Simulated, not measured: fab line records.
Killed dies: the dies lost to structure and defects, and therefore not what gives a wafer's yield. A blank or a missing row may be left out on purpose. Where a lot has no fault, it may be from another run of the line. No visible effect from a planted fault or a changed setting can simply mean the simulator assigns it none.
fab line records	flow nand-harc
record lots=5	wafers=15	last-day=32
route steps=1302 shown A_M1@1171 END@1302
lots that met no fault: taken from a fault-free run of the same line
start-h: start of the lot's first displayed wafer, in hours after the record's first day	wait-h: hours since the lot's step before	" the same as in the row above	L1.1+2: several wafers, shown together as one row	- either no value or no given start	* or withheld: withheld	< > ~ a bound
route shown NAME@n: NAME is a module with steps in the file, n the number in the route of the first one	usual: the fault-free wafers' mean and standard deviation	same: alike in all rows	chamber/n: place in a boat	sites: each site's reading	_std_site: standard deviation of those values	_edge_site: mean of outer sites minus mean of inner sites	radius-mm: how far each site lies from the wafer's centre	mask NAME#n: copy n	behind: the tool/chamber that last shaped the wafer	hold: what put the lot on hold/how long, in hours/how the hold closed	device: which transistor (n, p or np) failed to switch	end of line: the route-end tests of the same wafers	a step given without rows: its recipe and nothing more	killed: dies that structure and defects cost at the first sort, which is not the same as the wafer's yield	map: shows each die of a wafer: x if killed, . if not, _ if none is there
set.NAME: the setting that was run; set.NAME@STEP: the one run at that earlier step	model.NAME: the simulator's own value behind a step, which no gauge read
lots at selected steps of the route; one table per step, one row per wafer
services: the hour from which a tool's chamber was out of use, counted from the record's first day as start-h (under 0 if before that day), plus the number of hours and why
## steps
# step NHARC_A_M1_HMDS_02
# recipe time-s=30
# step NHARC_A_M1_COAT_34
# recipe temp-c=200	time-s=65
# step NHARC_A_M1_COAT_03
# recipe spin-rpm=1500	resist-thk-nm=90
# step NHARC_A_M1_SOFTBAKE_04
# recipe temp-c=105	time-s=55
# step NHARC_A_M1_EBR_05
# step NHARC_A_M1_EXPOSE_06
# recipe na=1.35	target-cd-nm=120	dose-mj=75.13	mask-id=A_M1
# step NHARC_A_M1_PEB_07
# recipe peb-temp-c=100	peb-time-s=65
# step NHARC_A_M1_DEVELOP_08
# recipe develop-time-s=35	dev-temp-c=23
# step NHARC_A_M1_CD_MEAS_09
# recipe target-cd-nm=120	landing-energy-ev=500
# usual cd-nm=120.0/0.57
# same landing-energy-ev=500
lot.wafer	tool	chamber	start-h	wait-h	cd-nm
L819.2	cd-sem-02	0	527.82	-	119.9
L819.4	"	0	"	"	119.6
L819.6	"	0	"	"	119.5
L829.2	cd-sem-03	0	648.41	-	120.1
L829.4	"	0	"	"	119.5
L829.5	"	0	"	"	120.0
L830.2	cd-sem-01	0	649.99	-	120.0
L830.3	"	0	"	"	119.8
L830.5	"	0	"	"	119.6
L835.1	cd-sem-01	0	699.38	-	119.5
L835.4	"	0	"	"	118.7
L835.6	"	0	"	"	120.2
L836.1	cd-sem-03	0	716.31	-	119.9
L836.2	"	0	"	"	120.3
L836.3	"	0	"	"	120.2
# step NHARC_A_M1_OVL_MEAS_10
# recipe pitch-nm=240
# usual overlay-x-nm=0.1/0.79	overlay-y-nm=0.1/0.73
lot.wafer	tool	chamber	start-h	wait-h	overlay-x-nm	overlay-y-nm
L819.2	overlay-02	-	527.90	-	-0.2	-0.8
L819.4	"	-	"	"	-0.1	-0.6
L819.6	"	-	"	"	-0.3	-0.3
L829.2	overlay-02	-	648.50	-	0.4	0.7
L829.4	"	-	"	"	-0.2	0.3
L829.5	"	-	"	"	-0.1	-0.1
L830.2	overlay-02	-	650.08	-	0.3	-0.6
L830.3	"	-	"	"	0.9	-0.3
L830.5	"	-	"	"	0.5	-0.6
L835.1	overlay-01	-	699.47	-	1.5	0.1
L835.4	"	-	"	"	1.6	0.1
L835.6	"	-	"	"	1.9	0.0
L836.1	overlay-01	-	716.40	-	0.2	0.9
L836.2	"	-	"	"	0.0	0.4
L836.3	"	-	"	"	0.8	0.6
# step NHARC_A_M1_INSPECT_11
# usual raw-defect-count=74/37
lot.wafer	tool	chamber	start-h	wait-h	raw-defect-count
L819.2	defect-inspect-01	-	527.94	0.0	62
L819.4	"	-	"	"	61
L819.6	"	-	"	"	70
L829.2	defect-inspect-02	-	648.54	0.0	72
L829.4	"	-	"	"	79
L829.5	"	-	"	"	73
L830.2	defect-inspect-02	-	650.12	0.0	19
L830.3	"	-	"	"	15
L830.5	"	-	"	"	16
L835.1	defect-inspect-01	-	699.51	0.0	98
L835.4	"	-	"	"	85
L835.6	"	-	"	"	101
L836.1	defect-inspect-02	-	716.44	0.0	94
L836.2	"	-	"	"	114
L836.3	"	-	"	"	108
# step NHARC_A_M1_DESCUM_14
# recipe time-s=3	o2-flow-sccm=200	ar-flow-sccm=0	bias-power-w=0	chemistry=O2
# usual chamber-pressure-mTorr=59.99/0.052	drypump-motor-current-A=5.7/0.48	o2-flow-sccm=200.0/0.6	oes-product-au=0.998/0.01	rf-vpp-V=57.7/0.87	showerhead-plenum-p-Torr=1.89/0.065	throttle-valve-pct=11.311/0.0097
lot.wafer	tool	chamber	start-h	wait-h	chamber-pressure-mTorr	drypump-motor-current-A	o2-flow-sccm	oes-product-au	rf-hours-counter-h	rf-vpp-V	showerhead-plenum-p-Torr	throttle-valve-pct
L819.2	rie-diel-03	2	528.01	0.1	59.99	6.2	199.9	1.016	3.9	56.6	1.82	11.302
L819.4	"	3	"	"	59.94	5.7	200.1	0.988	3.7	57.3	1.92	11.304
L819.6	"	1	"	"	60.01	5.7	201.1	0.997	-	58.7	1.84	11.306
L829.4	rie-diel-02	2	648.61	0.1	60.08	4.9	200.9	1.020	1.3	57.8	1.86	11.319
L829.2	"	0	"	"	60.00	6.2	200.0	1.011	1.6	56.5	1.80	11.301
L829.5	"	2	"	"	59.95	4.9	200.5	1.009	-	55.7	1.86	11.343
L830.3	rie-diel-02	2	650.18	0.1	59.96	4.9	200.5	1.004	1.4	58.8	1.86	11.323
L830.2	"	3	"	"	59.99	5.5	200.1	1.005	1.6	57.4	1.94	11.312
L830.5	"	2	"	"	59.99	4.9	200.1	1.003	-	58.3	1.86	11.317
L835.4	rie-diel-07	1	699.58	0.1	60.01	6.2	200.2	0.994	2.2	57.1	1.85	11.319
L835.1	"	2	"	"	59.90	5.0	200.4	1.014	3.1	59.0	2.03	11.291
L835.6	"	1	"	"	59.94	6.1	200.8	0.986	-	57.8	1.85	11.307
L836.1	rie-diel-03	2	716.50	0.1	59.98	6.2	199.0	1.003	2.7	58.4	1.82	11.310
L836.3	"	3	"	"	60.03	5.7	200.0	1.003	2.5	57.3	1.92	11.310
L836.2	"	0	"	"	59.95	5.8	200.8	0.996	2.3	55.5	1.85	11.322
# step NHARC_A_M1_ETCH_35
# recipe target-depth-a=400	overetch-a=120	time-s=43.94	ion-energy-ev=200	n2-flow-sccm=150	h2-flow-sccm=150	ar-flow-sccm=0	rf-w=400	bias-w=150	chemistry=N2/H2
# usual chamber-pressure-mTorr=29.998/0.026	drypump-motor-current-A=5.7/0.47	oes-product-au=0.997/0.011	rf-vpp-V=429.8/2.1	run-length-s=65.3/0.46	showerhead-plenum-p-Torr=2.01/0.07	throttle-valve-pct=14.171/0.009
lot.wafer	tool	chamber	start-h	wait-h	chamber-pressure-mTorr	drypump-motor-current-A	oes-product-au	rf-hours-counter-h	rf-vpp-V	run-length-s	showerhead-plenum-p-Torr	throttle-valve-pct
L819.4	rie-diel-03	3	528.08	0.1	29.956	5.7	0.984	3.7	432.0	64.8	2.05	14.163
L819.2	"	2	"	"	29.974	6.2	1.009	3.9	428.3	66.3	1.94	14.158
L819.6	"	0	"	"	29.977	5.8	0.985	-	428.2	65.6	1.97	14.181
L829.2	rie-diel-02	2	648.69	0.1	30.019	4.9	1.006	1.3	428.9	65.5	1.98	14.178
L829.4	"	0	"	"	29.991	6.2	1.004	1.6	426.2	65.4	1.92	14.170
L829.5	"	2	"	"	30.014	4.9	1.011	-	429.4	65.4	1.98	14.164
L830.3	rie-diel-02	0	650.26	0.1	29.964	6.2	1.000	1.7	425.6	55.4	1.92	14.174
L830.2	"	2	"	"	29.987	4.9	1.000	1.4	428.8	65.2	1.98	14.162
L830.5	"	0	"	"	29.996	6.2	1.002	-	426.8	55.1	1.92	14.163
L835.4	rie-diel-07	1	699.66	0.1	30.004	6.2	0.992	2.3	430.2	66.1	1.97	14.167
L835.1	"	3	"	"	29.991	5.5	1.015	3.1	433.5	65.6	2.07	14.184
L835.6	"	1	"	"	30.021	6.2	1.003	-	428.7	65.3	1.97	14.168
L836.2	rie-diel-03	0	716.59	0.1	30.011	5.9	0.992	2.3	428.3	65.5	1.97	14.186
L836.3	"	1	"	"	29.979	5.7	0.979	2.5	426.8	65.1	1.96	14.176
L836.1	"	2	"	"	30.011	6.2	0.998	2.7	426.4	66.3	1.93	14.164
# step NHARC_A_M1_ETCH_15
# recipe target-depth-a=1825	time-s=91.2	c4f8-flow-sccm=withheld	ar-flow-sccm=400	rf-w=600	bias-w=300	chemistry=C4F8/Ar
# usual chamber-pressure-mTorr=25.001/0.021	oes-product-au=0.946/0.023	rf-vpp-V=440.0/2.2	run-length-s=112.6/0.42
lot.wafer	tool	chamber	start-h	wait-h	chamber-pressure-mTorr	oes-product-au	rf-hours-counter-h	rf-vpp-V	run-length-s
L819.4	rie-diel-03	3	-	-	25.001	0.954	3.7	443.2	112.2
L819.2	"	0	"	"	24.980	0.960	4.7	438.0	112.8
L819.6	"	3	"	"	24.986	0.956	-	441.6	111.6
L829.4	rie-diel-02	2	-	-	25.000	0.925	1.3	438.4	113.4
L829.2	"	3	"	"	24.974	0.929	1.6	440.4	112.5
L829.5	"	1	"	"	24.974	0.924	-	441.4	112.5
L830.3	rie-diel-02	3	-	-	24.996	0.962	1.6	442.5	112.2
L830.2	"	2	"	"	24.992	0.962	1.4	439.4	112.8
L830.5	"	3	"	"	24.990	0.973	-	441.6	112.2
L835.1	rie-diel-07	2	-	-	24.999	0.994	3.1	443.2	111.7
L835.4	"	3	"	"	25.020	0.978	3.1	442.1	113.0
L835.6	"	2	"	"	25.026	0.991	-	445.2	111.9
L836.1	rie-diel-03	3	-	-	25.010	0.959	2.5	441.0	111.6
L836.2	"	0	"	"	25.001	0.972	2.3	437.5	112.5
L836.3	"	1	"	"	25.037	0.960	2.5	437.7	112.3
# step NHARC_END_SORT_01
# recipe temp-c=25
# usual defect-limited-yield=91/3.2	killed-at-array=53/21	killed-at-other=0.8/1.1	killed-at-periphery=4.2/2.7	killed-dies=58/22	killed-open=3.4/1.9	killed-short=2.5/1.6	sort_bin_2_pct=3.1/1.4	sort_bin_3_pct=0.6/0.43	sort_bin_4_pct=4.9/1.7	sort-n-pass=619/22	sort-rim-yield-pct=96.9/1.8	sort-yield-pct=91/3.2
# same gross-dies=677	sort_bin_5_pct[%]=0	sort_bin_6_pct[%]=0	sort_bin_7_pct[%]=0	sort_bin_8_pct[%]=0	sort-rim-n-gross=106.00
lot.wafer	tool	chamber	start-h	wait-h	defect-limited-yield[%]	killed-at-array	killed-at-other	killed-at-periphery	killed-dies	killed-open	killed-short	sort_bin_2_pct[%]	sort_bin_3_pct[%]	sort_bin_4_pct[%]	sort-n-pass	sort-rim-yield-pct[%]	sort-yield-pct[%]
L819.2	prober-01	0	563.68	2.8	91	52	0	8	60	5	2	3.1	0.6	5.2	617	98.1	91
L819.4	prober-01	0	565.29	3.4	92	50	0	5	55	6	3	2.7	0.4	5.0	622	98.1	92
L819.6	prober-01	0	566.89	4.0	91	56	1	5	62	7	5	2.4	0.7	6.1	615	96.2	91
L829.2	prober-02	0	685.86	2.8	92	52	0	5	57	4	2	3.4	0	5.0	620	98.1	92
L829.4	prober-02	0	687.47	3.4	91	59	1	3	63	4	0	2.8	0.6	5.9	614	98.1	91
L829.5	prober-02	0	688.28	3.7	91	50	0	11	61	6	2	4.1	0.6	4.3	616	99.1	91
L835.1	prober-01	0	732.34	2.6	90	60	0	8	68	4	2	3.2	1.6	5.2	609	99.1	90
L835.4	prober-01	0	734.69	3.4	90	62	1	4	67	7	3	3.7	1.3	4.9	610	98.1	90
L835.6	prober-01	0	736.26	3.9	88	74	1	6	81	6	4	4.0	0.9	7.1	596	91.5	88
L836.1	prober-02	0	765.01	2.5	91	60	0	1	61	5	1	3.7	0.3	5.0	616	95.3	91
L836.2	prober-02	0	765.80	2.8	88	72	0	7	79	8	4	3.2	1.6	6.8	598	94.3	88
L836.3	prober-02	0	766.59	3.1	91	57	1	6	64	4	4	4.3	0.7	4.4	613	96.2	91
# killed by level:class
L819.2 A_CHANNEL_HOLE_D2:chamber-film-flake=35 P_GATE:chamber-film-flake=3 P_BONDPAD:chamber-film-flake=3 A_CHANNEL_HOLE_D1:chamber-film-flake=3 A_CHANNEL_FILL_D2:chamber-film-flake=3 A_CONTACT:chamber-film-flake=3 P_GATE:geometric-particle:open=1 A_CHANNEL_FILL_D1:geometric-particle:short=1
L819.4 A_CHANNEL_HOLE_D2:chamber-film-flake=34 A_CONTACT:chamber-film-flake=4 A_CONTACT:unspecified=3 P_GATE:chamber-film-flake=2 P_GATE:geometric-particle:open=1 P_M1:geometric-particle:open=1 A_CHANNEL_FILL_D1:geometric-particle:open=1 A_CHANNEL_FILL_D1:geometric-particle:short=1
L819.6 A_CHANNEL_HOLE_D2:chamber-film-flake=34 A_CONTACT:chamber-film-flake=5 A_CHANNEL_FILL_D1:geometric-particle:open=3 P_GATE:chamber-film-flake=3 A_SLIT:chamber-film-flake=3 P_CONTACT:geometric-particle:short=2 A_CONTACT:unspecified=2 A_SOURCE_PLATE:geometric-particle:short=1
L829.2 A_SLIT:chamber-film-flake=26 A_CHANNEL_HOLE_D2:chamber-film-flake=8 A_CHANNEL_HOLE_D1:chamber-film-flake=4 A_M1:chamber-film-flake=3 A_CHANNEL_FILL_D2:geometric-particle:short=2 P_BONDPAD:chamber-film-flake=2 A_CHANNEL_FILL_D2:chamber-film-flake=2 A_CONTACT:chamber-film-flake=2
L829.4 A_SLIT:chamber-film-flake=32 A_CHANNEL_HOLE_D2:chamber-film-flake=14 A_CHANNEL_HOLE_D1:chamber-film-flake=5 P_GATE:chamber-film-flake=2 A_CONTACT:chamber-film-flake=2 A_M1:chamber-film-flake=2 P_M0:geometric-particle:open=1 A_CHANNEL_FILL_D2:geometric-particle:open=1
L829.5 A_SLIT:chamber-film-flake=32 A_CHANNEL_HOLE_D2:chamber-film-flake=10 P_GATE:chamber-film-flake=4 P_BONDPAD:chamber-film-flake=4 A_WL_FILL:geometric-particle:open=2 P_GATE:geometric-particle:open=1 A_ONON_D1:geometric-particle:open=1 A_WL_FILL:geometric-particle:short=1
L835.1 A_SLIT:chamber-film-flake=27 A_CHANNEL_HOLE_D2:chamber-film-flake=13 P_BONDPAD:chamber-film-flake=5 A_CONTACT:chamber-film-flake=5 A_CHANNEL_HOLE_D1:chamber-film-flake=3 A_STAIRCASE:chamber-film-flake=3 A_DECK1_JOINT:geometric-particle:open=2 P_GATE:chamber-film-flake=2
L835.4 A_SLIT:chamber-film-flake=28 A_CHANNEL_HOLE_D2:chamber-film-flake=11 A_CHANNEL_HOLE_D1:chamber-film-flake=8 A_STAIRCASE:chamber-film-flake=3 A_CONTACT:chamber-film-flake=2 P_CONTACT:geometric-particle:open=1 P_M1:geometric-particle:open=1 A_CHANNEL_FILL_D1:geometric-particle:short=1
L835.6 A_SLIT:chamber-film-flake=39 A_CHANNEL_HOLE_D2:chamber-film-flake=16 A_CHANNEL_HOLE_D1:chamber-film-flake=6 A_CONTACT:chamber-film-flake=4 P_CONTACT:geometric-particle:open=2 A_M0:geometric-particle:short=2 P_GATE:chamber-film-flake=2 A_SOURCE_PLATE:geometric-particle:short=1
L836.1 A_SLIT:chamber-film-flake=22 A_CHANNEL_HOLE_D2:chamber-film-flake=15 A_CHANNEL_HOLE_D1:chamber-film-flake=7 A_CHANNEL_FILL_D2:chamber-film-flake=4 A_STAIRCASE:chamber-film-flake=4 A_BLC:chamber-film-flake=2 P_CONTACT:geometric-particle:open=1 A_CHANNEL_FILL_D1:geometric-particle:open=1
L836.2 A_SLIT:chamber-film-flake=31 A_CHANNEL_HOLE_D2:chamber-film-flake=14 A_CHANNEL_HOLE_D1:chamber-film-flake=8 P_GATE:chamber-film-flake=5 A_STAIRCASE:chamber-film-flake=3 A_CONTACT:chamber-film-flake=2 P_M0:geometric-particle:open=1 A_SOURCE_PLATE:geometric-particle:short=1
L836.3 A_SLIT:chamber-film-flake=19 A_CHANNEL_HOLE_D2:chamber-film-flake=15 A_CHANNEL_HOLE_D1:chamber-film-flake=8 A_CHANNEL_FILL_D1:chamber-film-flake=4 A_STAIRCASE:chamber-film-flake=3 A_CONTACT:chamber-film-flake=3 P_ZERO_WELL:chamber-film-flake=2 P_STI:geometric-particle:short=1
## services
tool	chamber	start-h	hours	kind
rie-diel-03	0	516.30	-	clean
rie-diel-03	1	516.30	-	clean
rie-diel-03	2	516.30	-	clean
rie-diel-03	3	516.30	-	clean
rie-diel-02	0	525.20	-	clean
rie-diel-02	1	525.20	-	clean
rie-diel-02	2	525.20	-	clean
rie-diel-02	3	525.20	-	clean
rie-diel-03	0	541.33	-	clean
rie-diel-03	1	541.33	-	clean
rie-diel-03	2	541.33	-	clean
rie-diel-03	3	541.33	-	clean
rie-diel-02	0	549.70	-	clean
rie-diel-02	1	549.70	-	clean
rie-diel-02	2	549.70	-	clean
rie-diel-02	3	549.70	-	clean
rie-diel-03	0	565.83	-	clean
rie-diel-02	-	570.70	9.0	pm
rie-diel-03	1	585.83	3.7	repair
rie-diel-07	1	603.77	6.5	repair
rie-diel-03	-	635.30	9.0	pm
rie-diel-07	-	648.20	9.0	pm
rie-diel-07	1	692.96	6.3	repair
rie-diel-07	2	709.67	7.9	repair
## key
first-sign step=NHARC_A_M1_ETCH_35	reading=run-length-s	direction=down	sigmas=22	usual=*	struck=*
effect none on later readings
met-at NHARC_A_M1_ETCH_35
struck-wafers L830.3,L830.5
onset-between 648.69 650.26
fault kind=process-parameter-drift	tool=rie-diel-02	chamber=0	onset-h=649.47	steps=NHARC_A_M1_ETCH_35	channel=time-s	offset=*	shape=step	acts-in=*	stated=*
